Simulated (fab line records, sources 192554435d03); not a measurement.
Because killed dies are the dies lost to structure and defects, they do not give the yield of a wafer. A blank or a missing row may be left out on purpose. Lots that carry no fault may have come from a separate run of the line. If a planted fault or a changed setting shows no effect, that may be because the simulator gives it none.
Split-lot trial :: flow n5-finfet :: 7 lots, 39 wafers read, on a route of 1938 steps

THE SPLIT
At N5_SD_EPI_P_EPI_21 (deposits SiGe:B, time 355 s), the setting time-s was moved away from the recipe's 355 s on 12 of the 39 wafers read, by -17.0% to +17.7%. All remaining wafers had this setting at the recipe value.

FROM THE SPLIT TO THE READING: what the file shows between them, 5 steps
- N5_SD_EPI_P_EPI_MEAS_23
- N5_SD_EPI_P_HM_STRIP_48: strips SiNx in H3PO4, material SiNx, target depth 3 nm
- N5_SD_EPI_P_SRD_49: time 30 s
- N5_SD_ACTIVATION_RTA_00: time 0 s
- N5_SD_ACTIVATION_LSA_01: time 0.0008 s

THE READING
RS_SD_P, in ohm/sq, at N5_SD_ACTIVATION_RS_MEAS_03 (measures by four-point-probe). Typical for fault-free wafers on this fab line: 55.7 ohm/sq, with standard deviation 0.96 ohm/sq.

wafer: L074.1
tool, chamber at the split: epi-rpcvd-01, 0
time-s as run, s: 355
against the recipe: recipe
RS_SD_P, ohm/sq: 55.0
against lot-mates on the recipe: -

wafer: L074.2
tool, chamber at the split: epi-rpcvd-01, 0
time-s as run, s: 355
against the recipe: recipe
RS_SD_P, ohm/sq: 55.7
against lot-mates on the recipe: -

wafer: L074.3
tool, chamber at the split: epi-rpcvd-01, 0
time-s as run, s: 355
against the recipe: recipe
RS_SD_P, ohm/sq: 54.9
against lot-mates on the recipe: -

wafer: L074.4
tool, chamber at the split: epi-rpcvd-01, 0
time-s as run, s: 355
against the recipe: recipe
RS_SD_P, ohm/sq: 54.7
against lot-mates on the recipe: -

wafer: L074.5
tool, chamber at the split: epi-rpcvd-01, 0
time-s as run, s: 355
against the recipe: recipe
RS_SD_P, ohm/sq: 54.9
against lot-mates on the recipe: -

wafer: L074.6
tool, chamber at the split: epi-rpcvd-01, 0
time-s as run, s: 355
against the recipe: recipe
RS_SD_P, ohm/sq: 54.7
against lot-mates on the recipe: -

wafer: L077.1
tool, chamber at the split: epi-rpcvd-02, 0
time-s as run, s: 355
against the recipe: recipe
RS_SD_P, ohm/sq: 55.4
against lot-mates on the recipe: -

wafer: L077.2
tool, chamber at the split: epi-rpcvd-02, 0
time-s as run, s: 301.5
against the recipe: -15.1%
RS_SD_P, ohm/sq: 61.8
against lot-mates on the recipe: +6.4

wafer: L077.3
tool, chamber at the split: epi-rpcvd-02, 0
time-s as run, s: 301.5
against the recipe: -15.1%
RS_SD_P, ohm/sq: 60.2
against lot-mates on the recipe: +4.8

wafer: L077.4
tool, chamber at the split: epi-rpcvd-02, 0
time-s as run, s: 355
against the recipe: recipe
RS_SD_P, ohm/sq: 55.4
against lot-mates on the recipe: -

wafer: L077.5
tool, chamber at the split: epi-rpcvd-02, 0
time-s as run, s: 301.5
against the recipe: -15.1%
RS_SD_P, ohm/sq: 61.5
against lot-mates on the recipe: +6.1

wafer: L077.6
tool, chamber at the split: epi-rpcvd-02, 0
time-s as run, s: 355
against the recipe: recipe
RS_SD_P, ohm/sq: 55.4
against lot-mates on the recipe: -

wafer: L080.1
tool, chamber at the split: epi-rpcvd-01, 0
time-s as run, s: 355
against the recipe: recipe
RS_SD_P, ohm/sq: 55.5
against lot-mates on the recipe: -

wafer: L080.2
tool, chamber at the split: epi-rpcvd-01, 0
time-s as run, s: 355
against the recipe: recipe
RS_SD_P, ohm/sq: 55.9
against lot-mates on the recipe: -

wafer: L080.3
tool, chamber at the split: epi-rpcvd-01, 0
time-s as run, s: 355
against the recipe: recipe
RS_SD_P, ohm/sq: 56.2
against lot-mates on the recipe: -

wafer: L080.4
tool, chamber at the split: epi-rpcvd-01, 0
time-s as run, s: 355
against the recipe: recipe
RS_SD_P, ohm/sq: 54.9
against lot-mates on the recipe: -

wafer: L080.5
tool, chamber at the split: epi-rpcvd-01, 0
time-s as run, s: 355
against the recipe: recipe
RS_SD_P, ohm/sq: 55.2
against lot-mates on the recipe: -

wafer: L080.6
tool, chamber at the split: epi-rpcvd-01, 0
time-s as run, s: 355
against the recipe: recipe
RS_SD_P, ohm/sq: 54.7
against lot-mates on the recipe: -

wafer: L082.1
tool, chamber at the split: epi-rpcvd-01, 0
time-s as run, s: 355
against the recipe: recipe
RS_SD_P, ohm/sq: 55.2
against lot-mates on the recipe: -

wafer: L082.2
tool, chamber at the split: epi-rpcvd-01, 0
time-s as run, s: 294.8
against the recipe: -17.0%
RS_SD_P, ohm/sq: 62.4
against lot-mates on the recipe: +7.1

wafer: L082.3
tool, chamber at the split: epi-rpcvd-01, 0
time-s as run, s: 355
against the recipe: recipe
RS_SD_P, ohm/sq: 55.2
against lot-mates on the recipe: -

wafer: L082.4
tool, chamber at the split: epi-rpcvd-01, 0
time-s as run, s: 294.8
against the recipe: -17.0%
RS_SD_P, ohm/sq: 62.6
against lot-mates on the recipe: +7.3

wafer: L082.5
tool, chamber at the split: epi-rpcvd-01, 0
time-s as run, s: 294.8
against the recipe: -17.0%
RS_SD_P, ohm/sq: 62.2
against lot-mates on the recipe: +6.9

wafer: L082.6
tool, chamber at the split: epi-rpcvd-01, 0
time-s as run, s: 355
against the recipe: recipe
RS_SD_P, ohm/sq: 55.6
against lot-mates on the recipe: -

wafer: L089.1
tool, chamber at the split: epi-rpcvd-03, 0
time-s as run, s: 355
against the recipe: recipe
RS_SD_P, ohm/sq: 56.1
against lot-mates on the recipe: -

wafer: L089.2
tool, chamber at the split: epi-rpcvd-03, 0
time-s as run, s: 355
against the recipe: recipe
RS_SD_P, ohm/sq: 56.1
against lot-mates on the recipe: -

wafer: L089.3
tool, chamber at the split: epi-rpcvd-03, 0
time-s as run, s: 355
against the recipe: recipe
RS_SD_P, ohm/sq: 56.2
against lot-mates on the recipe: -

wafer: L089.4
tool, chamber at the split: epi-rpcvd-03, 0
time-s as run, s: 392.3
against the recipe: +10.5%
RS_SD_P, ohm/sq: 51.3
against lot-mates on the recipe: -4.8

wafer: L089.5
tool, chamber at the split: epi-rpcvd-03, 0
time-s as run, s: 392.3
against the recipe: +10.5%
RS_SD_P, ohm/sq: 51.5
against lot-mates on the recipe: -4.6

wafer: L089.6
tool, chamber at the split: epi-rpcvd-03, 0
time-s as run, s: 392.3
against the recipe: +10.5%
RS_SD_P, ohm/sq: 52.4
against lot-mates on the recipe: -3.7

wafer: L090.4
tool, chamber at the split: epi-rpcvd-03, 0
time-s as run, s: 355
against the recipe: recipe
RS_SD_P, ohm/sq: 55.6
against lot-mates on the recipe: -

wafer: L090.5
tool, chamber at the split: epi-rpcvd-03, 0
time-s as run, s: 355
against the recipe: recipe
RS_SD_P, ohm/sq: 55.5
against lot-mates on the recipe: -

wafer: L090.6
tool, chamber at the split: epi-rpcvd-03, 0
time-s as run, s: 355
against the recipe: recipe
RS_SD_P, ohm/sq: 55.3
against lot-mates on the recipe: -

wafer: L094.1
tool, chamber at the split: epi-rpcvd-02, 0
time-s as run, s: 418
against the recipe: +17.7%
RS_SD_P, ohm/sq: 50.0
against lot-mates on the recipe: -5.5

wafer: L094.2
tool, chamber at the split: epi-rpcvd-02, 0
time-s as run, s: 355
against the recipe: recipe
RS_SD_P, ohm/sq: 55.0
against lot-mates on the recipe: -

wafer: L094.3
tool, chamber at the split: epi-rpcvd-02, 0
time-s as run, s: 418
against the recipe: +17.7%
RS_SD_P, ohm/sq: 50.0
against lot-mates on the recipe: -5.5

wafer: L094.4
tool, chamber at the split: epi-rpcvd-02, 0
time-s as run, s: 355
against the recipe: recipe
RS_SD_P, ohm/sq: 55.5
against lot-mates on the recipe: -

wafer: L094.5
tool, chamber at the split: epi-rpcvd-02, 0
time-s as run, s: 418
against the recipe: +17.7%
RS_SD_P, ohm/sq: 49.8
against lot-mates on the recipe: -5.7

wafer: L094.6
tool, chamber at the split: epi-rpcvd-02, 0
time-s as run, s: 355
against the recipe: recipe
RS_SD_P, ohm/sq: 55.9
against lot-mates on the recipe: -

THE FIT
A straight line over all 39 wafers: RS_SD_P changes by -0.362 ohm/sq for each +1% of time-s; r = -0.98; the points scatter about the line by 0.57 ohm/sq.
The same after taking each lot's own level away (the mean of its wafers on the recipe; 39 wafers): -0.373 ohm/sq for each +1%; r = -0.99; scatter 0.54 ohm/sq.
According to that fit, moving time-s by its largest amount changes the reading by 6.6 ohm/sq.
Measured against the standard deviation above, the lots' own levels, which go from 54.98 to 56.13 ohm/sq, span 1.2 times it.
So the lot-to-lot level changes the slope little: the two slopes agree.
Check: for one of the wafers moved furthest among these (+17.7%), held out of the fit, the line's prediction against its lot-mates is -6.68 ohm/sq. Against them it came out at -5.47 ohm/sq.

OTHER SPLITS ON THESE WAFERS
Other splits were also applied to these wafers ahead of the reading. Each is held against what the fit with the lots' levels taken away leaves over:
other split on the same wafers: N5_WELL_APT_IMPLANT_32 energy-kev
wafers away from the commonest value: 15
r with RS_SD_P (lot level and that fit taken away): -0.11

other split on the same wafers: N5_WELL_APT_EPI_41 time-s
wafers away from the commonest value: 12
r with RS_SD_P (lot level and that fit taken away): +0.01

other split on the same wafers: N5_DUMMY_GATE_HM_DEP_06 time-s
wafers away from the commonest value: 30
r with RS_SD_P (lot level and that fit taken away): -0.18

other split on the same wafers: N5_DUMMY_GATE_ETCH_37 source-w
wafers away from the commonest value: 9
r with RS_SD_P (lot level and that fit taken away): +0.14

other split on the same wafers: N5_SPACER0_ALD_07 target-thk-a
wafers away from the commonest value: 15
r with RS_SD_P (lot level and that fit taken away): -0.42

THE WHOLE CHAIN: every reading that the file lists as answering this split, in the file's order
step: N5_SD_EPI_P_EPI_21
what it does: deposits SiGe:B, time 355 s
reading: SiGe-B_of_SD_EPI_P_EPI_21.thk-nm (the simulator's own value, which no gauge read)
change (the file's fit): +0.402 nm for each +1% of the setting
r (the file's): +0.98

step: N5_SD_EPI_P_EPI_MEAS_23
what it does: 
reading: thk-nm
change (the file's fit): withheld for each +1% of the setting
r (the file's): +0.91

step: N5_SD_ACTIVATION_RS_MEAS_03
what it does: measures by four-point-probe
reading: RS_SD_P
change (the file's fit): -0.373 for each +1% of the setting
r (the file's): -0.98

THE FILE'S OWN FIT
RS_SD_P changes by -0.373 ohm/sq for each +1% of time-s, r = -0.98.
